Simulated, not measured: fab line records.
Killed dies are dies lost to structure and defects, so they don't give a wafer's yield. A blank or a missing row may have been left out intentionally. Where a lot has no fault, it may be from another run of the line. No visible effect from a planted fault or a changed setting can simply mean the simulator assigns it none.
Chamber matching | flow nand_harc | NHARC_A_CHANNEL_FILL_D2_STRIP_28 on rie_diel-09 has 3 sister chambers
The step strips in O2, time 20 s. 3 wafers are shown with their chamber, then 7 later ones without.

== WAFERS WITH THEIR CHAMBER ==
wafer  | chamber | drypump_motor_current_A (A)
L656.5 | 3       | 6.1
L657.1 | 1       | 5.2
L657.3 | 0       | 5.3

== WAFERS WITHOUT THEIR CHAMBER ==
wafer  | drypump_motor_current_A (A)
L657.4 | 6.2
L659.1 | 5.3
L659.3 | 5.2
L659.5 | 5.2
L660.2 | 6.2
L660.3 | 5.3
L660.4 | 6.2

== EACH ONE'S CHAMBER ==
wafer  | from the rows above     | in truth
L657.4 | 3                       | 3
L659.1 | can't be placed: 0 or 1 | 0
L659.3 | can't be placed: 1 or 0 | 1
L659.5 | can't be placed: 1 or 0 | 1
L660.2 | 3                       | 3
L660.3 | can't be placed: 0 or 1 | 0
L660.4 | 3                       | 3
Placed correctly: 3 of 7. Unplaceable from these rows: 4, with the true chamber sitting among the candidates in 4. 0 placed wrongly.
How it was worked out, from the rows above alone: a wafer's distance from a chamber is the root of the sum, over the readings, of the square of ((its reading less the chamber's mean) divided by the reading's scatter). If the next closest chamber is less than 2 further off than the closest, the wafer can't be placed; otherwise it belongs to the closest. Each chamber's mean is taken over the wafers shown for it. The scatter (one wafer shown for each chamber): square how far every hidden wafer sits from the nearest shown wafer, average those squares and take the square root.
